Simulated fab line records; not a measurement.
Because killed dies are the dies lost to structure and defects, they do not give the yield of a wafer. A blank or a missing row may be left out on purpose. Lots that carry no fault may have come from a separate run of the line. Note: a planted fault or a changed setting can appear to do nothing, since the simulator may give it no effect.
A lot that was struck, set against a sound lot / flow n5_finfet / 29 steps out of a route of 1938
Sound: wafers L397.2, L397.3, L397.5. The struck wafers were L406.1, L406.2, L406.3. The cause is given at the end.
For every step that has rows: the tool of each side, followed by ch and its chambers, followed by its first start. Under that, the readings that differ: sound wafers / struck wafers / difference of the means / sigmas: that difference in standard deviations of wafers without a fault.
alike: words and numbers the same on both sides, and readings whose means are apart by under 2 such deviations; not compared: readings that were withheld, readings missing a value for some wafer, numbers with overlapping values and no deviation given by the record, and bounds like >300 which may hide the same value.
The two part at a step that has a row with sigmas, a row that says differs or no value, or rows on one side only. Numbers that don't overlap but have no deviation are shown without sigmas and don't part them. A reading missing from all wafers of one side parts the sides only when that side holds two or more wafers.

first, 9 steps without rows for these wafers: N5_BEOL_M15_COAT_22 (resist thk 800 nm); N5_BEOL_M15_EBR_24; N5_BEOL_M15_SOFTBAKE_23 (time 60 s); N5_BEOL_M15_EXPOSE_25 (exposes mask M15, target cd 400 nm); N5_BEOL_M15_PEB_26 (peb time 90 s); N5_BEOL_M15_DEVELOP_27 (develop time 45 s); N5_BEOL_M15_HARDBAKE_32 (time 120 s); N5_BEOL_M15_DESCUM_33 (chemistry O2, time 7.9 s); N5_BEOL_M15_ETCH_61 (etches BARC in N2/H2, target depth 89 nm, overetch 26.7 nm, time 67.9 s).
N5_BEOL_M15_TRENCH_ETCH_34: etches SiO2 in C4F8/O2/Ar, target depth 872.93 nm, time 199 s.
  sound on rie_diel-06 ch 1,3, day 14 07:40; struck on rie_diel-02 ch 1,2,3, day 16 05:05
reading=time_s (s); sound=199 199 199; struck=139.3 139.3 139.3; difference=-59.7; sigmas=
reading=model.etch.depth_nm (nm); sound=853.9 856.7 846.4; struck=618.9 618.3 610.2; difference=-236.5; sigmas=
reading=model.coat_of_BEOL_M15_COAT_22.thk_nm (nm); sound=544.6 541.4 547.8; struck=596.6 599 597.2; difference=+53.0; sigmas=
  alike: C4F8_flow_sccm, chamber_pressure_mTorr, drypump_motor_current_A, oes_o_777_au, oes_product_au, rf_vpp_V, showerhead_plenum_p_Torr, throttle_valve_pct
  not compared: rf_hours_counter_h
then, 13 steps without rows for these wafers: N5_BEOL_M15_STRIP_36 (strips in O2); N5_BEOL_M15_STRIP_62 (strips in O2); N5_BEOL_M15_STRIP_37 (strips in O2); N5_BEOL_M15_ETCH_38 (etches SiCN in CF4/N2, target depth 106.4 nm, time 120.5 s); N5_BEOL_M15_PRECLEAN_39 (cleans in residue remover, time 60 s); N5_BEOL_M15_SRD_40 (time 30 s, dry time 30 s); N5_BEOL_M15_DEGAS_41 (time 60 s); N5_BEOL_M15_PRE_CLEAN_42 (time 30 s); N5_BEOL_M15_SPUTTER_43 (material TaN, target thk 15 nm, time 24.19 s); N5_BEOL_M15_SPUTTER_44 (material Ta, target thk 15 nm, time 24.19 s); N5_BEOL_M15_SPUTTER_45 (material Cu, target thk 100 nm, time 16.67 s); N5_BEOL_M15_ECD_47 (material Cu, target thk 1860 nm); N5_BEOL_M15_ANNEAL_48 (time 90 s).
N5_BEOL_M15_CMP_49: polishes, stops on SiO2, t overpolish 4.9 s, target thk 850 nm.
  sound on cmp-02 ch 2,3, day 14 12:04; struck on cmp-02 ch 0,2,3, day 16 07:59
reading=model.Cu_of_BEOL_M15_ECD_47.thk_nm (nm); sound=831.2 835.2 824; struck=595 593.6 586.4; difference=-238; sigmas=
  alike: head_pressure_psi, motor_current_A
N5_BEOL_M15_THK_MEAS_50: measures by xrf.
  struck on film_metro-01, day 16 08:17; sound on film_metro-01, day 14 12:22
reading=M15_THK (nm); sound=842 843 831; struck=610 614 604; difference=-229; sigmas=-14
then, 2 steps without rows for these wafers: N5_BEOL_M15_PRE_CLEAN_52 (time 15 s); N5_BEOL_M15_DEP_53 (deposits SiCN from 3MS/NH3, target thk 50 nm, time 17.8 s).
N5_BEOL_M15_RS_MEAS_54: measures by four-point-probe.
  struck on film_metro-01, day 16 08:25; sound on film_metro-01, day 14 12:29
reading=M15_RS (ohm/sq); sound=0.0220 0.0219 0.0223; struck=0.0310 0.0311 0.0315; difference=+0.0091; sigmas=+26
N5_PASSIVATION_PROBE_49:
  struck on prober-01, day 16 22:32; sound on prober-01, day 15 03:10
reading=sort_bin_8_speed (%); sound=0 0 0; struck=0.08 0.17 0; difference=+0.08; sigmas=+12
  alike: defect_limited_yield, killed_at_M0_to_M3, killed_at_M4_up, killed_at_contacts, killed_at_front_end, killed_at_other, killed_dies, killed_open, killed_short, sort_bin_5_function, sort_bin_6_memory, sort_n_pass

WHERE THEY PART
First at N5_BEOL_M15_THK_MEAS_50; last, within this record, at N5_PASSIVATION_PROBE_49.

WHY: what had been put in by the simulator
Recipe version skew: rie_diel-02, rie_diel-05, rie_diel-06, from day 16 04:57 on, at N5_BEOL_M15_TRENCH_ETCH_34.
